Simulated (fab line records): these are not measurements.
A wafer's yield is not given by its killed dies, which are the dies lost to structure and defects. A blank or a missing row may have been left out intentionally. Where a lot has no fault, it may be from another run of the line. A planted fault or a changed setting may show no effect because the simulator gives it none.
fab line records	flow nandHarc
record lots=6	wafers=18	lastDay=34
route steps=1302 shown P_CONTACT@249 P_M0@253 END@1302
lots untouched by any fault: they come from a run of this same line in which no faults occurred
startH: hours from the record's first day to the start of the lot's first wafer shown	waitH: hours since the lot's step before	" identical to the entry in the row above	L1.1+2: several wafers, shown together as one row	- value missing, or start not given	* or withheld: withheld	< > ~ a bound
route shown NAME@n: names a module that has steps shown in the file, with the first one's number in the route	usual: the fault-free wafers' mean and standard deviation	same: alike in all rows	chamber/n: place in a boat	sites: readings site by site	_std_site: standard deviation across them	_edge_site: outer sites' mean less inner sites'	radiusMm: for every site, how far away it sits from the centre of the wafer	mask NAME#n: copy n	behind: the most recent tool/chamber to have shaped the wafer	hold: what put the lot on hold/how long, in hours/how the hold closed	device: transistor that didn't switch, given as n, p or np	end of line: at the end of the route, the tests of the same wafers	a step without rows: its recipe alone	killed: dies lost to structure and defects at the first sort, not the wafer's yield	map: dies across one wafer; x = killed, . = not, _ = none there
set.NAME: the setting that was run; set.NAME@STEP: the one run at that earlier step	model.NAME: the simulator's own value behind a step, which no gauge read
lots at some steps of the route; a table a step, a row a wafer
services: when a tool's chamber went out of use (startH, in hours from the record's first day, below 0 if earlier), for how many hours, and the reason
## steps
# step NHARC_P_CONTACT_CMP_24
# recipe tOverpolishS=30	targetThkNm=200
# usual motorCurrentA=13.0/1.2	overpolishRunS=30.000/0.0088	timeToEndpointS=40.3/2.4
lot.wafer	tool	chamber	startH	waitH	motorCurrentA	overpolishRunS	timeToEndpointS
L739.4	cmp-04	1	146.65	0.4	12.8	29.994	41.6
L739.5	"	2	"	"	14.4	29.998	41.1
L739.6	"	3	"	"	13.0	30.005	40.8
L749.1	cmp-04	1	251.02	0.6	12.6	29.993	38.0
L749.3	"	2	"	"	13.8	29.987	42.0
L749.4	"	3	"	"	12.4	30.013	38.8
L750.3	cmp-03	2	268.80	0.4	14.3	29.996	36.7
L750.1	"	0	"	"	11.9	29.989	38.0
L750.6	"	2	"	"	13.9	29.998	37.5
L751.3	cmp-01	1	269.55	0.4	11.6	29.999	42.9
L751.1	"	2	"	"	12.4	30.012	42.8
L751.6	"	0	"	"	15.9	30.001	41.3
L754.3	cmp-04	2	296.78	0.3	13.5	29.989	40.2
L754.1	"	0	"	"	13.2	30.000	41.1
L754.5	"	3	"	"	13.3	29.989	39.0
L759.3	cmp-03	1	353.46	0.4	11.1	29.998	42.3
L759.1	"	2	"	"	14.2	30.000	42.7
L759.5	"	1	"	"	11.1	30.000	40.9
# step NHARC_P_CONTACT_SRD_26
# step NHARC_P_CONTACT_INSPECT_27
# usual rawDefectCount=313/120
lot.wafer	tool	chamber	startH	waitH	rawDefectCount
L739.4	defectInspect-01	-	146.97	0.1	336
L739.5	"	-	"	"	213
L739.6	"	-	"	"	462
L749.1	defectInspect-01	-	251.39	0.1	108
L749.3	"	-	"	"	162
L749.4	"	-	"	"	198
L750.1	defectInspect-01	-	269.20	0.1	245
L750.3	"	-	"	"	385
L750.6	"	-	"	"	480
L751.1	defectInspect-02	-	269.90	0.1	241
L751.3	"	-	"	"	385
L751.6	"	-	"	"	360
L754.1	defectInspect-02	-	297.17	0.1	246
L754.3	"	-	"	"	171
L754.5	"	-	"	"	277
L759.1	defectInspect-02	-	353.84	0.1	373
L759.3	"	-	"	"	254
L759.5	"	-	"	"	437
# step NHARC_P_M0_DEP_00
# recipe targetThkA=1500	targetThkNm=150	tempC=withheld	pressureTorr=5	flowSccm=200	rfW=600	material=SiOC
# step NHARC_P_M0_DEHYDRATE_01
# recipe tempC=150	timeS=120
# step NHARC_P_M0_HMDS_02
# recipe timeS=30
# step NHARC_P_M0_COAT_33
# recipe tempC=200	timeS=65
# step NHARC_P_M0_COAT_03
# recipe spinRpm=1500	resistThkNm=90
# step NHARC_P_M0_SOFTBAKE_04
# recipe tempC=105	timeS=55
# step NHARC_P_M0_EBR_05
# step NHARC_P_M0_EXPOSE_06
# recipe na=1.35	targetCdNm=90	doseMj=81.28	maskId=P_M0
# step NHARC_P_M0_PEB_07
# recipe pebTempC=100	pebTimeS=65
# usual heaterPowerTotalW=156.6/0.42	plateTempC=100.01/0.12
lot.wafer	tool	chamber	startH	waitH	heaterPowerTotalW	plateTempC
L739.4	lithoTrack-06	0	147.80	0.0	156.8	99.97
L739.5	"	0	"	"	156.3	100.14
L739.6	"	0	"	"	157.1	99.85
L749.1	lithoTrack-04	0	252.10	0.1	155.9	100.12
L749.3	"	0	"	"	156.2	99.96
L749.4	"	0	"	"	156.4	99.81
L750.1	lithoTrack-04	0	270.03	0.1	156.3	100.14
L750.3	"	0	"	"	156.8	100.08
L750.6	"	0	"	"	157.1	100.16
L751.1	lithoTrack-01	0	270.73	0.1	152.6	98.50
L751.3	"	0	"	"	153.3	98.40
L751.6	"	0	"	"	153.7	98.75
L754.1	lithoTrack-01	0	298.00	0.1	153.7	98.52
L754.3	"	0	"	"	152.6	98.30
L754.5	"	0	"	"	152.8	98.37
L759.1	lithoTrack-01	0	354.55	0.1	156.9	99.83
L759.3	"	0	"	"	156.0	99.71
L759.5	"	0	"	"	157.1	99.95
# step NHARC_P_M0_DEVELOP_08
# recipe developTimeS=35	devTempC=23
# step NHARC_P_M0_CD_MEAS_09
# recipe targetCdNm=90	landingEnergyEv=500
# usual cdNm=89.9/0.48
lot.wafer	tool	chamber	startH	waitH	cdNm
L739.4	cdSem-01	0	147.89	-	90.8
L739.5	"	0	"	"	91.4
L739.6	"	0	"	"	90.1
L749.1	cdSem-02	0	252.18	-	89.5
L749.3	"	0	"	"	89.1
L749.4	"	0	"	"	88.7
L750.1	cdSem-01	0	270.11	-	90.6
L750.3	"	0	"	"	90.4
L750.6	"	0	"	"	89.5
L751.1	cdSem-02	0	270.80	-	83.1
L751.3	"	0	"	"	83.9
L751.6	"	0	"	"	83.1
L754.1	cdSem-02	0	298.08	-	85.7
L754.3	"	0	"	"	85.1
L754.5	"	0	"	"	85.8
L759.1	cdSem-03	0	354.62	-	89.8
L759.3	"	0	"	"	90.1
L759.5	"	0	"	"	89.9
# step NHARC_P_M0_OVL_MEAS_10
# recipe pitchNm=180
# usual overlayXNm=-0.1/0.79	overlayYNm=-0.2/0.85
lot.wafer	tool	chamber	startH	waitH	overlayXNm	overlayYNm
L739.4	overlay-01	-	147.97	-	0.3	0.7
L739.5	"	-	"	"	0.1	0.2
L739.6	"	-	"	"	0.1	0.3
L749.1	overlay-02	-	252.27	-	0.0	-0.4
L749.3	"	-	"	"	-0.3	-0.1
L749.4	"	-	"	"	-0.1	-0.7
L750.1	overlay-01	-	270.20	-	0.7	0.1
L750.3	"	-	"	"	0.2	0.4
L750.6	"	-	"	"	0.5	0.3
L751.1	overlay-02	-	270.89	-	1.1	-0.7
L751.3	"	-	"	"	0.7	-1.4
L751.6	"	-	"	"	0.9	-1.5
L754.1	overlay-01	-	298.17	-	0.8	-0.2
L754.3	"	-	"	"	0.7	0.8
L754.5	"	-	"	"	0.8	-0.4
L759.1	overlay-01	-	354.71	-	1.2	-0.9
L759.3	"	-	"	"	1.5	-0.2
L759.5	"	-	"	"	1.8	0.0
# step NHARC_P_M0_INSPECT_11
# usual rawDefectCount=3.9/2.3
lot.wafer	tool	chamber	startH	waitH	rawDefectCount
L739.4	defectInspect-01	-	148.01	0.0	5
L739.5	"	-	"	"	3
L739.6	"	-	"	"	1
L749.1	defectInspect-01	-	252.30	0.0	4
L749.3	"	-	"	"	3
L749.4	"	-	"	"	3
L750.1	defectInspect-02	-	270.24	0.0	6
L750.3	"	-	"	"	3
L750.6	"	-	"	"	7
L751.1	defectInspect-02	-	270.93	0.0	4
L751.3	"	-	"	"	2
L751.6	"	-	"	"	2
L754.1	defectInspect-01	-	298.20	0.0	2
L754.3	"	-	"	"	4
L754.5	"	-	"	"	3
L759.1	defectInspect-01	-	354.75	0.0	1
L759.3	"	-	"	"	2
L759.5	"	-	"	"	1
# step NHARC_P_M0_DESCUM_14
# recipe timeS=3	o2FlowSccm=200	arFlowSccm=0	biasPowerW=0	chemistry=O2
# usual drypumpMotorCurrentA=5.8/0.33	o2FlowSccm=199.9/0.57	oesProductAu=1.002/0.0067	rfVppV=58.0/0.79	showerheadPlenumPTorr=1.94/0.089	throttleValvePct=11.312/0.0084
# same timeS=3
lot.wafer	tool	chamber	startH	waitH	drypumpMotorCurrentA	o2FlowSccm	oesProductAu	rfHoursCounterH	rfVppV	showerheadPlenumPTorr	throttleValvePct	model.P_M0.cdNm
L739.4	rieDiel-08	1	148.06	0.1	6.1	200.6	0.998	24	57.9	1.85	11.322	90.96
L739.6	"	1	"	"	6.1	199.5	0.992	-	59.4	1.85	11.307	90.64
L739.5	"	2	"	"	5.6	200.5	0.994	-	58.3	2.03	11.309	90.99
L749.1	rieDiel-08	3	252.37	0.1	5.8	199.9	0.999	9	58.9	2.02	11.302	89.53
L749.4	"	0	"	"	6.0	199.5	1.004	9	58.1	1.99	11.319	89.6
L749.3	"	1	"	"	6.1	200.1	1.001	8	56.9	1.85	11.290	89.44
L750.1	rieDiel-08	0	270.30	0.1	6.0	200.1	0.995	12	57.3	1.99	11.315	90.48
L750.3	"	3	"	"	5.8	200.2	1.001	12	57.5	2.02	11.320	89.99
L750.6	"	1	"	"	6.1	199.8	1.005	-	58.2	1.85	11.303	89.83
L751.1	rieDiel-09	1	270.99	0.1	4.7	200.0	0.996	38	59.0	1.95	11.305	83.7
L751.3	"	0	"	"	6.0	198.4	1.008	30	57.5	1.81	11.320	83.66
L751.6	"	1	"	"	4.7	199.8	0.997	-	57.8	1.95	11.309	84.11
L754.1	rieDiel-08	0	298.27	0.1	6.0	199.5	0.996	17	57.2	1.99	11.325	85.51
L754.3	"	1	"	"	6.1	200.0	1.005	15	58.0	1.85	11.310	84.47
L754.5	"	3	"	"	5.8	200.1	0.991	-	58.3	2.01	11.318	84.79
L759.1	rieDiel-08	3	354.81	0.1	5.8	200.2	0.995	27	57.7	2.01	11.306	90.04
L759.3	"	0	"	"	6.0	199.7	1.000	27	58.3	1.98	11.315	90.88
L759.5	"	3	"	"	5.8	200.2	1.006	-	58.1	2.01	11.319	90.27
# step NHARC_P_M0_ETCH_34
# recipe targetDepthA=400	overetchA=120	timeS=43.94	ionEnergyEv=200	n2FlowSccm=150	h2FlowSccm=150	arFlowSccm=0	rfW=400	biasW=150	chemistry=N2/H2
# usual drypumpMotorCurrentA=5.8/0.33	n2FlowSccm=150.1/0.46	oesProductAu=1.002/0.0078	rfVppV=431.4/2.6	showerheadPlenumPTorr=2.07/0.094	throttleValvePct=14.173/0.0094
# same timeS=43.94
lot.wafer	tool	chamber	startH	waitH	drypumpMotorCurrentA	n2FlowSccm	oesProductAu	rfHoursCounterH	rfVppV	showerheadPlenumPTorr	throttleValvePct
L739.4	rieDiel-08	3	148.17	0.1	5.8	150.1	0.987	21	433.9	2.16	14.173
L739.6	"	0	"	"	6.0	150.4	0.994	-	433.3	2.13	14.164
L739.5	"	1	"	"	6.1	150.2	0.997	-	427.7	1.98	14.161
L749.4	rieDiel-08	1	252.45	0.1	6.1	150.8	1.019	8	429.3	1.97	14.171
L749.3	"	3	"	"	5.8	150.2	1.020	9	434.2	2.15	14.175
L749.1	"	0	"	"	6.0	150.8	1.006	9	431.1	2.12	14.178
L750.1	rieDiel-08	1	270.39	0.1	6.1	149.5	1.006	10	428.5	1.97	14.170
L750.3	"	2	"	"	5.6	150.8	0.999	11	433.4	2.16	14.161
L750.6	"	1	"	"	6.1	150.1	1.008	-	427.1	1.97	14.170
L751.1	rieDiel-09	2	271.10	0.1	6.1	149.8	1.008	30	426.5	1.88	14.189
L751.3	"	0	"	"	6.0	150.0	0.995	30	427.4	1.92	14.168
L751.6	"	1	"	"	4.7	150.5	1.006	-	431.4	2.08	14.174
L754.1	rieDiel-08	3	298.83	0.6	5.8	149.3	1.001	17	433.4	2.15	14.178
L754.3	"	0	"	"	6.1	150.2	0.999	17	431.9	2.12	14.193
L754.5	"	0	"	"	6.0	149.4	1.006	-	431.9	2.12	14.179
L759.3	rieDiel-08	0	354.91	0.1	6.0	150.0	1.011	27	431.7	2.11	14.178
L759.1	"	1	"	"	6.1	149.3	1.001	24	429.8	1.97	14.182
L759.5	"	3	"	"	5.8	150.2	1.004	-	435.2	2.15	14.178
# step NHARC_P_M0_ETCH_15
# recipe targetDepthA=1500	overetchA=150	timeS=82.5	c4f8FlowSccm=withheld	arFlowSccm=400	rfW=600	biasW=300	chemistry=C4F8/Ar
# usual oesProductAu=0.954/0.02	rfVppV=441.6/2.9
# same timeS=82.5
lot.wafer	tool	chamber	startH	waitH	oesProductAu	rfHoursCounterH	rfVppV	model.P_M0.cdNm
L739.4	rieDiel-08	3	-	-	0.968	21	442.8	90.54
L739.6	"	0	"	"	0.961	-	442.5	90.78
L739.5	"	1	"	"	0.957	-	440.4	91.05
L749.1	rieDiel-08	2	-	-	0.944	9	444.7	89.83
L749.3	"	3	"	"	0.939	9	442.4	89.5
L749.4	"	0	"	"	0.928	9	444.2	89.7
L750.3	rieDiel-08	3	-	-	0.976	12	444.4	90.42
L750.1	"	1	"	"	0.973	10	438.6	90.66
L750.6	"	2	"	"	0.992	-	444.9	90.27
L751.1	rieDiel-09	1	-	-	0.929	38	441.5	83.16
L751.3	"	2	"	"	0.932	30	437.3	83.52
L751.6	"	0	"	"	0.965	-	436.6	83.83
L754.3	rieDiel-08	0	-	-	0.925	17	443.0	84.23
L754.1	"	3	"	"	0.919	17	443.7	85.45
L754.5	"	1	"	"	0.924	-	437.9	84.49
L759.3	rieDiel-08	1	-	-	0.984	24	438.2	90.92
L759.1	"	3	"	"	0.962	27	444.0	90.35
L759.5	"	1	"	"	0.977	-	439.7	90.22
# step NHARC_P_M0_CD_MEAS_16
# usual cdNm=89.9/0.61
lot.wafer	tool	chamber	startH	waitH	cdNm
L739.4	cdSem-01	-	148.37	-	90.4
L739.5	"	-	"	"	90.8
L739.6	"	-	"	"	90.8
L749.1	cdSem-02	-	252.66	-	89.7
L749.3	"	-	"	"	89.7
L749.4	"	-	"	"	89.7
L750.1	cdSem-03	-	270.60	-	90.9
L750.3	"	-	"	"	90.6
L750.6	"	-	"	"	90.2
L751.1	cdSem-02	-	271.33	-	83.2
L751.3	"	-	"	"	83.9
L751.6	"	-	"	"	83.9
L754.1	cdSem-01	-	299.05	-	85.5
L754.3	"	-	"	"	84.3
L754.5	"	-	"	"	84.5
L759.1	cdSem-03	-	355.12	-	90.4
L759.3	"	-	"	"	90.9
L759.5	"	-	"	"	90.1
# step NHARC_END_SORT_01
# recipe tempC=25
# usual defectLimitedYield=91.7/2.8	killedAtArray=52/19	killedAtOther=0.8/1	killedAtPeriphery=3.7/2.5	killedDies=56/19	killedOpen=3.5/2	killedShort=2.2/1.4	sort_bin_2_pct=2.9/1.2	sort_bin_3_pct=0.6/0.36	sort_bin_4_pct=4.8/1.6	sortNPass=621/19	sortRimYieldPct=92/3.9	sortYieldPct=91.7/2.8
# same grossDies=677	sort_bin_5_pct[%]=0	sort_bin_6_pct[%]=0	sort_bin_7_pct[%]=0	sort_bin_8_pct[%]=0	sortRimNGross=106.00
lot.wafer	tool	chamber	startH	waitH	defectLimitedYield[%]	killedAtArray	killedAtOther	killedAtPeriphery	killedDies	killedOpen	killedShort	sort_bin_2_pct[%]	sort_bin_3_pct[%]	sort_bin_4_pct[%]	sortNPass	sortRimYieldPct[%]	sortYieldPct[%]
L739.4	prober-01	0	599.13	3.4	91.3	51	0	8	59	5	2	2.5	0.3	5.9	618	93	91.3
L739.5	prober-01	0	599.92	3.7	94.7	31	1	4	36	1	3	1.3	0.1	3.8	641	98	94.7
L739.6	prober-01	0	600.70	3.9	93.6	42	1	0	43	1	0	2.7	0.6	3.1	634	100	93.6
L751.1	prober-02	0	704.61	2.5	89.7	65	1	4	70	4	4	3.4	0.7	6.2	607	86	89.7
L751.3	prober-02	0	706.22	3.1	88.0	76	2	3	81	7	2	4.1	0.7	7.1	596	88	88.0
L751.6	prober-02	0	708.62	4.0	89.2	66	2	5	73	4	1	4.0	0.6	6.2	604	90	89.2
L754.3	prober-01	0	749.63	3.1	86.0	90	0	5	95	5	6	4.9	0.9	8.3	582	86	86.0
# killed by level:class
L739.4 A_SLIT:chamberFilmFlake=27 A_CHANNEL_HOLE_D2:chamberFilmFlake=10 A_CHANNEL_HOLE_D1:chamberFilmFlake=5 P_GATE:chamberFilmFlake=3 A_CONTACT:chamberFilmFlake=3 A_CHANNEL_FILL_D1:geometricParticle:short=2 P_STI:chamberFilmFlake=2 A_CHANNEL_FILL_D1:chamberFilmFlake=2
L739.5 A_SLIT:chamberFilmFlake=20 A_CHANNEL_HOLE_D2:chamberFilmFlake=6 P_M0:geometricParticle:open=1 A_CHANNEL_HOLE_D1:geometricParticle:short=1 A_CHANNEL_FILL_D1:geometricParticle:short=1 A_CHANNEL_HOLE_D2:geometricParticle:short=1 P_ZERO_WELL:chamberFilmFlake=1 P_GATE:chamberFilmFlake=1
L739.6 A_SLIT:chamberFilmFlake=27 A_CHANNEL_HOLE_D2:chamberFilmFlake=7 A_CHANNEL_HOLE_D1:chamberFilmFlake=2 A_SOURCE_PLATE:geometricParticle:open=1 A_CHANNEL_FILL_D1:chamberFilmFlake=1 A_STAIRCASE:chamberFilmFlake=1 A_DECK1_JOINT:chamberFilmFlake=1 A_WL_FILL:chamberFilmFlake=1
L751.1 A_CHANNEL_HOLE_D2:chamberFilmFlake=24 A_CHANNEL_HOLE_D1:chamberFilmFlake=16 A_SLIT:chamberFilmFlake=8 A_STAIRCASE:chamberFilmFlake=6 P_GATE:chamberFilmFlake=2 A_CONTACT:chamberFilmFlake=2 A_SOURCE_PLATE:geometricParticle:open=1 A_SOURCE_PLATE:geometricParticle:short=1
L751.3 A_CHANNEL_HOLE_D1:chamberFilmFlake=32 A_CHANNEL_HOLE_D2:chamberFilmFlake=22 A_STAIRCASE:chamberFilmFlake=7 A_CONTACT:chamberFilmFlake=5 A_BONDPAD:chamberFilmFlake=2 P_M0:geometricParticle:open=1 P_M0:geometricParticle:short=1 A_SOURCE_PLATE:geometricParticle:open=1
L751.6 A_CHANNEL_HOLE_D1:chamberFilmFlake=34 A_CHANNEL_HOLE_D2:chamberFilmFlake=17 A_STAIRCASE:chamberFilmFlake=7 P_GATE:chamberFilmFlake=2 A_CONTACT:chamberFilmFlake=2 THIN_TSV:chamberFilmFlake=2 P_CONTACT:geometricParticle:open=1 P_CONTACT:geometricParticle:short=1
L754.3 A_SLIT:chamberFilmFlake=36 A_CHANNEL_HOLE_D1:chamberFilmFlake=34 A_CONTACT:chamberFilmFlake=6 A_ONON_D2:geometricParticle:short=2 A_WL_FILL:geometricParticle:short=2 P_ZERO_WELL:chamberFilmFlake=2 P_M0:geometricParticle:open=1 A_ONON_D1:geometricParticle:open=1
## services
tool	chamber	startH	hours	kind
cmp-04	-	126.18	4.0	pm
cmp-03	-	132.06	0.9	repair
rieDiel-09	-	144.00	9.0	pm
lithoTrack-01	-	155.00	7.0	pm
rieDiel-09	0	156.89	33.5	repair
cmp-03	-	162.00	4.0	pm
rieDiel-08	1	166.63	15.2	repair
rieDiel-08	0	173.04	23.7	repair
rieDiel-09	1	179.69	4.2	repair
rieDiel-09	2	182.55	19.4	repair
rieDiel-08	-	191.83	9.0	pm
lithoTrack-04	-	203.00	7.0	pm
cmp-04	-	224.18	4.0	pm
rieDiel-08	1	231.15	4.8	repair
cmp-03	-	238.89	1.8	repair
rieDiel-09	2	243.48	2.9	repair
cmp-03	-	260.00	4.0	pm
rieDiel-09	3	269.89	1.6	repair
cmp-04	-	313.97	0.6	repair
cmp-04	-	322.18	4.0	pm
rieDiel-09	-	322.71	9.0	pm
cmp-04	-	327.91	0.6	repair
lithoTrack-01	-	330.00	7.0	pm
cmp-04	-	345.77	1.9	repair
## key
firstSign step=NHARC_P_M0_PEB_07	reading=plateTempC	direction=down	sigmas=12	usual=*	struck=*
effect step=NHARC_P_M0_PEB_07	reading=heaterPowerTotalW	direction=down	sigmas=8.3	usual=*	struck=*
effect step=NHARC_P_M0_CD_MEAS_09	reading=cdNm	direction=down	sigmas=11	usual=89.9	struck=84.4	through=controlLoop
effect step=NHARC_P_M0_CD_MEAS_16	reading=cdNm	direction=down	sigmas=9.2	usual=89.9	struck=84.2	through=controlLoop
modelEffect step=NHARC_P_M0_DESCUM_14	value=P_M0.cdNm	without=89.94	struck=84.37
modelEffect step=NHARC_P_M0_ETCH_15	value=P_M0.cdNm	without=89.68	struck=84.11
metAt NHARC_P_M0_PEB_07
struckWafers L751.1,L751.3,L751.6,L754.1,L754.3,L754.5
loopTrim step=NHARC_P_M0_EXPOSE_06	setting=dose	lots=L754
fault kind=processParameterDrift	tool=lithoTrack-01	chamber=-	onsetH=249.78	steps=NHARC_P_M0_PEB_07	channel=pebTempC	offset=*	shape=step	endH=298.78	actsIn=*	stated=*
# loopTrim: a control loop set the setting to another value than it would have without faults
